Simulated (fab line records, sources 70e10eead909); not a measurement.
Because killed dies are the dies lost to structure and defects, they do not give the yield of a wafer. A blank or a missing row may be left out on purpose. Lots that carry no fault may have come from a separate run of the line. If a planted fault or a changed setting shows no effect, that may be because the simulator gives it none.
fab line records	flow nand_harc	part 1 of 2: steps 1 to 24 of 32
record: lots: 5	wafers: 15	last_day: 31
route steps=1302 shown A_CONTACT@1067
lots that met no fault: taken from a fault-free run of the same line
start_h: start of the lot's first displayed wafer, in hours after the record's first day	wait_h: hours elapsed since this lot's preceding step	" identical to the entry in the row above	L1.1+2: one row covering several wafers at once	- no value, or no start was given	* or withheld: withheld	< > ~ a bound
route shown NAME@n: a module of which the file shows steps, and the number in the route of the first	usual: mean/standard deviation of fault-free wafers	same: alike in all rows	chamber/n: place in a boat	sites: readings site by site	_std_site: the standard deviation of these	_edge_site: the outer-site mean with the inner-site mean subtracted	radius_mm: for every site, how far away it sits from the centre of the wafer	mask NAME#n: copy n	behind: the most recent tool/chamber to have shaped the wafer	hold: what put the lot on hold/how long, in hours/how the hold closed	device: the n, p or np transistor that did not switch	end of line: the tests these same wafers got at the end of their route	step lacking rows: just its recipe	killed: not the wafer's yield, but the dies lost to structure and defects at the first sort	map: shows each die of a wafer: x if killed, . if not, _ if none is there
set.NAME: the setting the step ran with; set.NAME@STEP: the setting that earlier step ran with	model.NAME: the simulator's own value behind a step, which no gauge read
a table for each step, a row for each wafer; lots at some steps of the route
services: when a tool's chamber went out of use (start_h, in hours from the record's first day, below 0 if earlier), for how many hours, and the reason
== steps ==
step: NHARC_A_CONTACT_DEP_85
recipe: target_thk_a: 600	target_thk_nm: 60	temp_c: 400	pressure_torr: 3.5	flow_sccm: 200	rf_w: 350	material: SiON
usual: heater_power_w: 727/110
lot.wafer	tool	chamber	start_h	wait_h	heater_power_w	since_wet_clean_h
L075.1	pecvd-03	1	521.88	1.5	610	142
L075.5	"	2	"	"	803	-
L075.4	"	1	"	"	623	-
L077.2	pecvd-02	2	527.95	1.2	818	107
L077.4	"	0	"	"	599	-
L077.5	"	2	"	"	786	-
L083.5	pecvd-02	1	603.40	0.4	827	-
L083.4	"	2	"	"	872	-
L083.6	"	0	"	"	488	-
L082.1	pecvd-02	1	611.04	1.5	712	9
L082.5	"	2	"	"	850	-
L082.6	"	1	"	"	700	-
L090.1	pecvd-03	1	692.44	1.5	627	132
L090.3	"	2	"	"	768	132
L090.4	"	0	"	"	836	-
step: NHARC_A_CONTACT_DEHYDRATE_00
recipe: temp_c: 150	time_s: 120
lot.wafer	tool	chamber	start_h	wait_h
L075.1+4+5	litho_track-01	0	522.09	0.2
L077.2+4+5	litho_track-01	0	528.16	0.2
L083.4+5+6	litho_track-01	0	603.59	0.1
L082.1+5+6	litho_track-04	0	611.25	0.2
L090.1+3+4	litho_track-06	0	692.68	0.2
step: NHARC_A_CONTACT_HMDS_01
recipe: time_s: 30
lot.wafer	tool	chamber	start_h	wait_h
L075.1+4+5	litho_track-01	0	-	-
L077.2+4+5	litho_track-01	0	-	-
L083.4+5+6	litho_track-01	0	-	-
L082.1+5+6	litho_track-04	0	-	-
L090.1+3+4	litho_track-06	0	-	-
step: NHARC_A_CONTACT_COAT_86
recipe: temp_c: 260	time_s: 75
lot.wafer	tool	chamber	start_h	wait_h
L075.1+4+5	litho_track-01	0	-	-
L077.2+4+5	litho_track-01	0	-	-
L083.4+5+6	litho_track-01	0	-	-
L082.1+5+6	litho_track-04	0	-	-
L090.1+3+4	litho_track-06	0	-	-
step: NHARC_A_CONTACT_COAT_87
recipe: temp_c: 225	time_s: 65
lot.wafer	tool	chamber	start_h	wait_h
L075.1+4+5	litho_track-01	0	-	-
L077.2+4+5	litho_track-01	0	-	-
L083.4+5+6	litho_track-01	0	-	-
L082.1+5+6	litho_track-04	0	-	-
L090.1+3+4	litho_track-06	0	-	-
step: NHARC_A_CONTACT_COAT_02
recipe: spin_rpm: 1500	resist_thk_nm: 90
lot.wafer	tool	chamber	start_h	wait_h
L075.1+4+5	litho_track-01	0	-	-
L077.2+4+5	litho_track-01	0	-	-
L083.4+5+6	litho_track-01	0	-	-
L082.1+5+6	litho_track-04	0	-	-
L090.1+3+4	litho_track-06	0	-	-
step: NHARC_A_CONTACT_SOFTBAKE_03
recipe: temp_c: 105	time_s: 55
lot.wafer	tool	chamber	start_h	wait_h
L075.1+4+5	litho_track-01	0	-	-
L077.2+4+5	litho_track-01	0	-	-
L083.4+5+6	litho_track-01	0	-	-
L082.1+5+6	litho_track-04	0	-	-
L090.1+3+4	litho_track-06	0	-	-
step: NHARC_A_CONTACT_EBR_04
lot.wafer	tool	chamber	start_h	wait_h
L075.1+4+5	litho_track-01	0	-	-
L077.2+4+5	litho_track-01	0	-	-
L083.4+5+6	litho_track-01	0	-	-
L082.1+5+6	litho_track-04	0	-	-
L090.1+3+4	litho_track-06	0	-	-
step: NHARC_A_CONTACT_EXPOSE_05
recipe: na: 1.35	sigma_outer: 0.8	dose_mj: 84.24	mask_id: A_CC
usual: reticle_temp_C: 23.00/0.096
same: na: 1.35
lot.wafer	tool	chamber	start_h	wait_h	mask	reticle_temp_C
L075.1	arfi_scanner-02	0	522.40	-	A_CC#0	23.08
L075.4	"	0	"	"	A_CC#0	23.08
L075.5	"	0	"	"	A_CC#0	23.11
L077.2	arfi_scanner-02	0	528.35	-	A_CC#0	22.93
L077.4	"	0	"	"	A_CC#0	23.01
L077.5	"	0	"	"	A_CC#0	23.12
L083.4	arfi_scanner-02	0	603.91	-	A_CC#0	22.98
L083.5	"	0	"	"	A_CC#0	23.03
L083.6	"	0	"	"	A_CC#0	23.00
L082.1	arfi_scanner-01	0	611.56	-	A_CC#0	22.98
L082.5	"	0	"	"	A_CC#0	23.07
L082.6	"	0	"	"	A_CC#0	23.14
L090.1	arfi_scanner-02	0	692.86	-	A_CC#0	22.93
L090.3	"	0	"	"	A_CC#0	22.86
L090.4	"	0	"	"	A_CC#0	23.11
step: NHARC_A_CONTACT_PEB_06
recipe: peb_temp_c: 100	peb_time_s: 65
lot.wafer	tool	chamber	start_h	wait_h
L075.1+4+5	litho_track-06	0	522.46	0.1
L077.2+4+5	litho_track-06	0	528.41	0.1
L083.4+5+6	litho_track-04	0	603.96	0.0
L082.1+5+6	litho_track-06	0	611.62	0.1
L090.1+3+4	litho_track-01	0	692.92	0.1
step: NHARC_A_CONTACT_DEVELOP_07
recipe: develop_time_s: 35	dev_temp_c: 23
same: develop_time_s: 35
lot.wafer	tool	chamber	start_h	wait_h
L075.1+4+5	litho_track-06	0	-	-
L077.2+4+5	litho_track-06	0	-	-
L083.4+5+6	litho_track-04	0	-	-
L082.1+5+6	litho_track-06	0	-	-
L090.1+3+4	litho_track-01	0	-	-
step: NHARC_A_CONTACT_CD_MEAS_08
recipe: target_cd_nm: 200	landing_energy_ev: 500
usual: cd_nm: 199.9/0.57
lot.wafer	tool	chamber	start_h	wait_h	cd_nm
L075.1	cd_sem-03	0	522.54	-	199.9
L075.4	"	0	"	"	199.9
L075.5	"	0	"	"	199.9
L077.2	cd_sem-03	0	528.49	-	200.0
L077.4	"	0	"	"	199.3
L077.5	"	0	"	"	199.3
L083.4	cd_sem-01	0	604.05	-	200.0
L083.5	"	0	"	"	200.3
L083.6	"	0	"	"	200.8
L082.1	cd_sem-02	0	611.70	-	201.3
L082.5	"	0	"	"	199.9
L082.6	"	0	"	"	200.1
L090.1	cd_sem-01	0	693.00	-	200.2
L090.3	"	0	"	"	200.2
L090.4	"	0	"	"	200.4
step: NHARC_A_CONTACT_OVL_MEAS_09
usual: overlay_x_nm: 0.0/0.65	overlay_y_nm: -0.2/0.77
lot.wafer	tool	chamber	start_h	wait_h	overlay_x_nm	overlay_y_nm
L075.1	overlay-01	-	522.63	-	-0.3	-0.1
L075.4	"	-	"	"	-0.5	-0.2
L075.5	"	-	"	"	-0.8	-0.3
L077.2	overlay-01	-	528.58	-	0.6	0.9
L077.4	"	-	"	"	0.7	0.2
L077.5	"	-	"	"	1.0	1.5
L083.4	overlay-02	-	604.13	-	0.3	0.1
L083.5	"	-	"	"	0.0	0.0
L083.6	"	-	"	"	0.0	-0.3
L082.1	overlay-01	-	611.79	-	0.3	1.4
L082.5	"	-	"	"	0.8	2.2
L082.6	"	-	"	"	0.1	1.8
L090.1	overlay-01	-	693.09	-	-0.2	-0.3
L090.3	"	-	"	"	-0.4	0.4
L090.4	"	-	"	"	0.0	-0.2
step: NHARC_A_CONTACT_INSPECT_10
usual: raw_defect_count: 74/39
lot.wafer	tool	chamber	start_h	wait_h	raw_defect_count
L075.1	defect_inspect-01	-	522.66	0.0	147
L075.4	"	-	"	"	157
L075.5	"	-	"	"	134
L077.2	defect_inspect-02	-	528.62	0.0	52
L077.4	"	-	"	"	66
L077.5	"	-	"	"	63
L083.4	defect_inspect-02	-	604.16	0.0	149
L083.5	"	-	"	"	126
L083.6	"	-	"	"	129
L082.1	defect_inspect-01	-	611.83	0.0	91
L082.5	"	-	"	"	77
L082.6	"	-	"	"	77
L090.1	defect_inspect-01	-	693.13	0.0	144
L090.3	"	-	"	"	152
L090.4	"	-	"	"	154
step: NHARC_A_CONTACT_DESCUM_13
recipe: time_s: 3	o2_flow_sccm: 200	ar_flow_sccm: 0	bias_power_w: 0	chemistry: O2
usual: drypump_motor_current_A: 5.9/0.36	mfc_ar_sccm: 0.015/0.014	oes_product_au: 0.999/0.011	rf_vpp_V: 57.6/0.84	showerhead_plenum_p_Torr: 1.88/0.072	throttle_valve_pct: 11.311/0.0095
lot.wafer	tool	chamber	start_h	wait_h	drypump_motor_current_A	mfc_ar_sccm	oes_product_au	rf_hours_counter_h	rf_vpp_V	showerhead_plenum_p_Torr	throttle_valve_pct
L075.1	rie_diel-08	1	522.72	0.1	6.0	0	1.004	23	57.7	1.87	11.312
L075.4	"	2	"	"	6.1	0.035	1.004	20	57.7	1.79	11.317
L075.5	"	2	"	"	6.1	0.035	1.009	-	57.1	1.79	11.323
L077.2	rie_diel-08	3	528.68	0.1	5.7	0	0.998	22	58.2	1.94	11.315
L077.4	"	1	"	"	6.0	0	1.008	24	58.1	1.87	11.309
L077.5	"	0	"	"	6.3	0.024	0.999	-	56.8	1.87	11.323
L083.4	rie_diel-13	1	604.22	0.1	5.9	0.016	0.989	24	58.0	1.94	11.299
L083.6	"	1	"	"	5.9	0.016	0.989	-	56.3	1.94	11.319
L083.5	"	2	"	"	5.3	0.022	0.983	-	58.8	1.80	11.312
L082.1	rie_diel-08	1	611.90	0.1	6.0	0	0.989	7	56.6	1.86	11.312
L082.6	"	3	"	"	5.7	0	1.013	-	59.0	1.94	11.319
L082.5	"	0	"	"	6.3	0.024	0.977	-	59.5	1.86	11.313
L090.1	rie_diel-02	1	693.20	0.1	6.4	0.022	0.999	40	57.7	2.04	11.323
L090.4	"	2	"	"	5.4	0.008	0.999	39	56.3	1.88	11.326
L090.3	"	3	"	"	4.7	0.039	1.005	43	58.2	1.90	11.305
step: NHARC_A_CONTACT_ETCH_88
recipe: target_depth_a: 390	over_etch_frac: 0.3	time_s: 65	ion_energy_ev: 80	cf4_flow_sccm: 150	ar_flow_sccm: 0	rf_w: 300	bias_w: 100	chemistry: CF4
usual: drypump_motor_current_A: 5.9/0.4	mfc_ar_sccm: 0.016/0.014	oes_product_au: 1.001/0.0098	rf_vpp_V: 151.0/1	showerhead_plenum_p_Torr: 1.74/0.058	throttle_valve_pct: 13.284/0.0089
lot.wafer	tool	chamber	start_h	wait_h	drypump_motor_current_A	mfc_ar_sccm	oes_product_au	rf_hours_counter_h	rf_vpp_V	showerhead_plenum_p_Torr	throttle_valve_pct
L075.4	rie_diel-08	1	522.81	0.1	6.1	0	1.012	23	151.0	1.73	13.276
L075.1	"	2	"	"	6.1	0.035	1.011	20	150.1	1.67	13.265
L075.5	"	0	"	"	6.3	0.024	1.012	-	149.6	1.73	13.297
L077.4	rie_diel-08	3	528.76	0.1	5.7	0	1.005	22	152.0	1.79	13.287
L077.2	"	0	"	"	6.3	0.024	1.003	25	151.4	1.73	13.281
L077.5	"	0	"	"	6.3	0.024	1.012	-	150.7	1.73	13.279
L083.4	rie_diel-13	1	604.34	0.1	5.9	0.016	0.996	24	152.0	1.79	13.299
L083.6	"	1	"	"	5.9	0.016	0.994	-	151.6	1.79	13.274
L083.5	"	2	"	"	5.3	0.022	1.000	-	149.8	1.67	13.289
L082.1	rie_diel-08	3	611.98	0.1	5.7	0	0.994	9	150.3	1.79	13.269
L082.5	"	1	"	"	6.0	0	0.978	-	152.2	1.73	13.285
L082.6	"	2	"	"	6.1	0.035	1.016	-	149.4	1.66	13.278
L090.3	rie_diel-02	2	693.36	0.1	5.4	0.008	0.992	39	150.0	1.74	13.285
L090.4	"	3	"	"	4.7	0.039	1.006	43	151.8	1.76	13.300
L090.1	"	0	"	"	5.3	0	0.998	44	152.4	1.79	13.272
step: NHARC_A_CONTACT_ETCH_89
recipe: target_depth_a: 2600	over_etch_frac: 0.3	time_s: 475.3	ion_energy_ev: 200	n2_flow_sccm: 150	h2_flow_sccm: 150	ar_flow_sccm: 0	rf_w: 400	bias_w: 150	chemistry: N2/H2
usual: drypump_motor_current_A: 5.9/0.38	mfc_ar_sccm: 0.016/0.014	oes_product_au: 1.001/0.0099	rf_vpp_V: 429.4/2.4	showerhead_plenum_p_Torr: 2.00/0.079	throttle_valve_pct: 14.171/0.0084
lot.wafer	tool	chamber	start_h	wait_h	drypump_motor_current_A	mfc_ar_sccm	oes_product_au	rf_hours_counter_h	rf_vpp_V	showerhead_plenum_p_Torr	throttle_valve_pct
L075.4	rie_diel-08	3	-	-	5.7	0	0.991	22	431.6	2.07	14.174
L075.1	"	0	"	"	6.3	0.024	1.000	24	428.5	1.99	14.161
L075.5	"	2	"	"	6.1	0.035	1.009	-	425.7	1.91	14.159
L077.2	rie_diel-08	2	-	-	6.1	0.035	0.996	21	426.5	1.91	14.169
L077.4	"	1	"	"	6.0	0	1.012	24	428.3	1.99	14.178
L077.5	"	3	"	"	5.7	0	0.993	-	430.4	2.07	14.179
L083.4	rie_diel-13	3	-	-	5.4	0.025	1.009	28	436.4	2.21	14.180
L083.6	"	1	"	"	5.9	0.016	0.994	-	430.5	2.06	14.166
L083.5	"	2	"	"	5.3	0.022	1.004	-	426.9	1.92	14.165
L082.1	rie_diel-08	2	-	-	6.1	0.035	1.009	10	426.0	1.90	14.167
L082.5	"	2	"	"	6.2	0.035	1.009	-	426.9	1.90	14.168
L082.6	"	3	"	"	5.7	0	1.003	-	430.7	2.07	14.166
L090.3	rie_diel-02	3	-	-	4.7	0.039	1.005	43	430.2	2.02	14.184
L090.4	"	0	"	"	5.2	0	0.999	44	432.5	2.07	14.188
L090.1	"	1	"	"	6.4	0.022	1.007	40	435.2	2.18	14.171
step: NHARC_A_CONTACT_ETCH_30
recipe: target_depth_a: 726	time_s: 36.3	cf4_flow_sccm: 100	chf3_flow_sccm: 30	ar_flow_sccm: 0	rf_w: 500	bias_w: 200	chemistry: CF4/CHF3
usual: drypump_motor_current_A: 5.9/0.37	mfc_ar_sccm: 0.016/0.014	oes_product_au: 0.942/0.025	rf_vpp_V: 369.6/2	showerhead_plenum_p_Torr: 1.55/0.056	throttle_valve_pct: 16.802/0.0096
lot.wafer	tool	chamber	start_h	wait_h	drypump_motor_current_A	mfc_ar_sccm	oes_product_au	rf_hours_counter_h	rf_vpp_V	showerhead_plenum_p_Torr	throttle_valve_pct
L075.4	rie_diel-08	0	-	-	6.3	0.024	0.929	24	368.5	1.54	16.814
L075.1	"	2	"	"	6.1	0.035	0.929	20	368.4	1.48	16.798
L075.5	"	0	"	"	6.3	0.024	0.923	-	369.3	1.54	16.797
L077.2	rie_diel-08	3	-	-	5.7	0	0.930	23	370.4	1.60	16.795
L077.4	"	1	"	"	6.0	0	0.937	24	369.6	1.54	16.798
L077.5	"	0	"	"	6.3	0.024	0.933	-	367.6	1.54	16.805
L083.4	rie_diel-13	0	-	-	6.0	0.005	0.936	27	368.4	1.51	16.779
L083.5	"	1	"	"	5.9	0.016	0.941	-	370.3	1.59	16.794
L083.6	"	2	"	"	5.3	0.022	0.912	-	367.7	1.49	16.803
L082.1	rie_diel-08	3	-	-	5.7	0	0.927	10	371.7	1.59	16.819
L082.5	"	2	"	"	6.1	0.035	0.933	-	367.0	1.48	16.787
L082.6	"	3	"	"	5.7	0	0.932	-	372.4	1.59	16.806
L090.1	rie_diel-02	0	-	-	5.2	0	0.930	45	371.2	1.60	16.802
L090.3	"	1	"	"	6.4	0.022	0.924	40	375.3	1.67	16.799
L090.4	"	2	"	"	5.4	0.008	0.924	39	369.1	1.55	16.814
step: NHARC_A_CONTACT_ETCH_31
recipe: target_depth_a: 28000	over_etch_frac: 0.3	time_s: 728	ion_energy_ev: 150	o2_flow_sccm: 400	cos_flow_sccm: 20	ar_flow_sccm: 0	rf_w: 500	bias_w: 300	chemistry: O2/COS
usual: drypump_motor_current_A: 5.9/0.35	mfc_ar_sccm: 0.015/0.014	oes_product_au: 1.000/0.011	rf_vpp_V: 313.4/1.8	showerhead_plenum_p_Torr: 3.07/0.11	throttle_valve_pct: 28.329/0.0082
lot.wafer	tool	chamber	start_h	wait_h	drypump_motor_current_A	mfc_ar_sccm	oes_product_au	rf_hours_counter_h	rf_vpp_V	showerhead_plenum_p_Torr	throttle_valve_pct
L075.1	rie_diel-08	2	-	-	6.2	0.035	1.005	20	311.6	2.94	28.320
L075.4	"	3	"	"	5.7	0	0.999	22	314.2	3.17	28.326
L075.5	"	0	"	"	6.3	0.024	1.017	-	313.0	3.05	28.332
L077.2	rie_diel-08	2	-	-	6.1	0.035	1.001	21	310.7	2.94	28.327
L077.4	"	3	"	"	5.7	0	0.996	23	316.2	3.17	28.327
L077.5	"	1	"	"	6.0	0	1.011	-	313.7	3.05	28.329
L083.4	rie_diel-13	3	-	-	5.5	0.025	1.009	30	317.8	3.36	28.331
L083.6	"	0	"	"	6.0	0.005	1.001	-	313.5	2.99	28.334
L083.5	"	1	"	"	5.9	0.016	0.992	-	314.2	3.15	28.321
L082.1	rie_diel-08	2	-	-	6.1	0.035	1.007	10	310.8	2.93	28.311
L082.5	"	1	"	"	6.1	0	0.986	-	314.3	3.04	28.328
L082.6	"	2	"	"	6.1	0.035	1.019	-	312.4	2.93	28.315
L090.1	rie_diel-02	2	-	-	5.4	0.008	1.009	39	312.8	3.08	28.324
L090.4	"	3	"	"	4.7	0.039	1.005	44	315.9	3.10	28.324
L090.3	"	0	"	"	5.3	0	1.004	45	315.5	3.17	28.335
step: NHARC_A_CONTACT_ETCH_134
recipe: source_w: withheld	pressure_mtorr: 20	bias_v: withheld	time_s: 140	target_depth_a: 7000	ar_flow_sccm: withheld	c4f8_flow_sccm: withheld	o2_flow_sccm: withheld	chemistry: C4F8/O2/Ar
lot.wafer	tool	chamber	start_h	wait_h	rf_hours_counter_h
L075.1	har_cap_etch-01	0	524.40	-	3
L075.4	"	1	"	"	-
L075.5	"	0	"	"	-
L077.2	har_cap_etch-03	0	529.81	-	47
L077.4	"	1	"	"	-
L077.5	"	1	"	"	-
L083.4	har_cap_etch-03	0	608.61	-	-
L083.6	"	0	"	"	-
L083.5	"	1	"	"	-
L082.1	har_cap_etch-01	1	613.01	-	19
L082.5	"	1	"	"	-
L082.6	"	0	"	"	-
L090.1	har_cap_etch-02	1	694.49	-	116
L090.4	"	1	"	"	-
L090.3	"	0	"	"	-
step: NHARC_A_CONTACT_ETCH_135
recipe: source_w: withheld	pressure_mtorr: 20	bias_v: 1200	time_s: 311	target_depth_a: 19120	ar_flow_sccm: withheld	c4f8_flow_sccm: withheld	o2_flow_sccm: withheld	chemistry: C4F8/O2/Ar
lot.wafer	tool	chamber	start_h	wait_h	rf_hours_counter_h
L075.1	har_cap_etch-01	0	524.59	0.2	3
L075.4	"	1	"	"	-
L075.5	"	0	"	"	-
L077.2	har_cap_etch-03	0	530.01	0.2	47
L077.4	"	1	"	"	-
L077.5	"	1	"	"	-
L083.4	har_cap_etch-03	0	608.84	0.2	-
L083.6	"	0	"	"	-
L083.5	"	1	"	"	-
L082.1	har_cap_etch-01	1	613.21	0.2	20
L082.5	"	1	"	"	-
L082.6	"	0	"	"	-
L090.1	har_cap_etch-02	1	694.69	0.2	116
L090.4	"	1	"	"	-
L090.3	"	0	"	"	-
step: NHARC_A_CONTACT_ETCH_136
recipe: source_w: withheld	pressure_mtorr: 20	bias_v: 1200	time_s: 311	target_depth_a: 19120	ar_flow_sccm: withheld	c4f8_flow_sccm: withheld	o2_flow_sccm: withheld	chemistry: C4F8/O2/Ar
lot.wafer	tool	chamber	start_h	wait_h	rf_hours_counter_h
L075.1	har_cap_etch-01	0	524.86	0.2	4
L075.4	"	1	"	"	-
L075.5	"	0	"	"	-
L077.2	har_cap_etch-03	0	530.28	0.2	48
L077.4	"	1	"	"	-
L077.5	"	1	"	"	-
L083.4	har_cap_etch-03	0	609.11	0.2	-
L083.6	"	0	"	"	-
L083.5	"	1	"	"	-
L082.1	har_cap_etch-01	1	613.49	0.2	20
L082.5	"	1	"	"	-
L082.6	"	0	"	"	-
L090.1	har_cap_etch-02	1	694.96	0.2	117
L090.4	"	1	"	"	-
L090.3	"	0	"	"	-
step: NHARC_A_CONTACT_ETCH_137
recipe: source_w: withheld	pressure_mtorr: 20	bias_v: 1200	time_s: 311	target_depth_a: 19120	ar_flow_sccm: withheld	c4f8_flow_sccm: withheld	o2_flow_sccm: withheld	chemistry: C4F8/O2/Ar
lot.wafer	tool	chamber	start_h	wait_h	rf_hours_counter_h
L075.1	har_cap_etch-01	0	525.14	0.2	4
L075.4	"	1	"	"	-
L075.5	"	0	"	"	-
L077.2	har_cap_etch-03	0	530.55	0.2	48
L077.4	"	1	"	"	-
L077.5	"	1	"	"	-
L083.4	har_cap_etch-03	0	609.38	0.2	-
L083.6	"	0	"	"	-
L083.5	"	1	"	"	-
L082.1	har_cap_etch-01	1	613.76	0.2	20
L082.5	"	1	"	"	-
L082.6	"	0	"	"	-
L090.1	har_cap_etch-02	1	695.24	0.2	117
L090.4	"	1	"	"	-
L090.3	"	0	"	"	-
step: NHARC_A_CONTACT_ETCH_138
recipe: source_w: withheld	pressure_mtorr: 20	bias_v: 1200	time_s: 311	target_depth_a: 19140	ar_flow_sccm: withheld	c4f8_flow_sccm: withheld	o2_flow_sccm: withheld	chemistry: C4F8/O2/Ar
lot.wafer	tool	chamber	start_h	wait_h	rf_hours_counter_h
L075.1	har_cap_etch-01	0	525.41	0.2	4
L075.4	"	1	"	"	-
L075.5	"	0	"	"	-
L077.2	har_cap_etch-03	0	530.83	0.2	48
L077.4	"	1	"	"	-
L077.5	"	1	"	"	-
L083.4	har_cap_etch-03	0	609.65	0.2	-
L083.6	"	0	"	"	-
L083.5	"	1	"	"	-
L082.1	har_cap_etch-01	1	614.04	0.2	20
L082.5	"	1	"	"	-
L082.6	"	0	"	"	-
L090.1	har_cap_etch-02	1	695.51	0.2	117
L090.4	"	1	"	"	-
L090.3	"	0	"	"	-
